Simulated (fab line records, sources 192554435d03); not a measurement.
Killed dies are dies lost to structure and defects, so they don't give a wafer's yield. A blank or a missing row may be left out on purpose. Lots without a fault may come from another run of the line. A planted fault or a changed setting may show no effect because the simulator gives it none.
Chamber matching | flow n5_finfet | N5_BEOL_M2_CO_CAP_55 on cvd_co-02: 3 sister chambers
The step material Co, precursor CCTBA/H2, target thk 2 nm, time 102.1 s. 3 wafers are shown with their chamber, then 12 later ones without.

WAFERS WITH THEIR CHAMBER
wafer  | chamber | heater_power_outer_w (W)
L088.5 | 0       | 124
L090.2 | 2       | 105
L090.4 | 1       | 121

WAFERS WITHOUT THEIR CHAMBER
wafer  | heater_power_outer_w (W)
L091.1 | 127
L091.3 | 120
L091.4 | 126
L093.1 | 103
L093.2 | 124
L093.3 | 126
L094.4 | 103
L094.5 | 120
L094.6 | 124
L096.1 | 123
L096.2 | 102
L096.4 | 105

WHICH CHAMBER EACH WENT THROUGH
wafer  | from the rows above     | in truth
L091.1 | can't be placed: 0 or 1 | 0
L091.3 | can't be placed: 1 or 0 | 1
L091.4 | can't be placed: 0 or 1 | 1
L093.1 | 2                       | 2
L093.2 | can't be placed: 0 or 1 | 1
L093.3 | can't be placed: 0 or 1 | 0
L094.4 | 2                       | 2
L094.5 | can't be placed: 1 or 0 | 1
L094.6 | can't be placed: 0 or 1 | 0
L096.1 | can't be placed: 0 or 1 | 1
L096.2 | 2                       | 2
L096.4 | 2                       | 2
Placed correctly: 4 of 12. Can't be placed from these rows: 8 (the true chamber is among the candidates in 8). Placed wrongly: 0.
How it was worked out, from the rows above alone: a wafer's distance from a chamber is the root of the sum, over the readings, of the square of ((its reading less the chamber's mean) divided by the reading's scatter). The wafer belongs to the nearest chamber; if the next one is less than 2 further off, it can't be placed. A chamber's mean is the mean of its shown wafers. The scatter: with one shown wafer a chamber, the root of the mean of the squares of how far each hidden wafer lies from its nearest shown one.
